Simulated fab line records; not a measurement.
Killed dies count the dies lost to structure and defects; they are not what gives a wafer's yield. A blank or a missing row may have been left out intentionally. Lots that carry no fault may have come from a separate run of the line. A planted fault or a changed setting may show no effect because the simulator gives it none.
Which tool did it? :: flow nand harc :: 21 wafers sampled from 7 lots at 1 step of a route of 1302

## WHAT THE GAUGES SHOWED, per wafer
NHARC_P_M0_CD_MEAS_16.
lot: L602
measured: day 7 06:55
on: cd sem-03
cd nm (nm): 90.1 90.9 91.4

lot: L604
measured: day 8 05:10
on: cd sem-03
cd nm (nm): 88.6 90.3 87.5

lot: L608
measured: day 9 18:32
on: cd sem-03
cd nm (nm): 89.7 89.1 90.3

lot: L613
measured: day 12 02:40
on: cd sem-03
cd nm (nm): 90.4 90.1 90.5

lot: L615
measured: day 13 03:16
on: cd sem-01
cd nm (nm): 89.6 89.3 90.0

lot: L619
measured: day 14 05:53
on: cd sem-02
cd nm (nm): 88.9 89.4 88.9

lot: L621
measured: day 15 08:31
on: cd sem-02
cd nm (nm): 89.8 89.0 89.4

## TOOL THAT RAN EACH LOT (tool first, then ch and the chambers of the sampled wafers, then the start)
Record: no process step prior to these readings.

## THE ANSWER, worked out from the rows above alone
Rule: what is usual is taken from the lots themselves. Put in order of their means at a reading, lots are off if they are a third of the lots or fewer, leave a main group of 4 or more, and stand apart from it by a gap of 3 or more times the standard deviation of the main group's means; of several such gaps the widest counts. The tables above print the reading to a certain number of digits; a main group whose means all agree to those digits is not used. Also off: a lot with no number at a reading for which 4 or more lots have one. Where the step has rows for the other lots, those lots are counted as sound.
Across all readings shown, no lot is off: no conclusion can be drawn from this.

## WHAT THE SIMULATOR PUT IN
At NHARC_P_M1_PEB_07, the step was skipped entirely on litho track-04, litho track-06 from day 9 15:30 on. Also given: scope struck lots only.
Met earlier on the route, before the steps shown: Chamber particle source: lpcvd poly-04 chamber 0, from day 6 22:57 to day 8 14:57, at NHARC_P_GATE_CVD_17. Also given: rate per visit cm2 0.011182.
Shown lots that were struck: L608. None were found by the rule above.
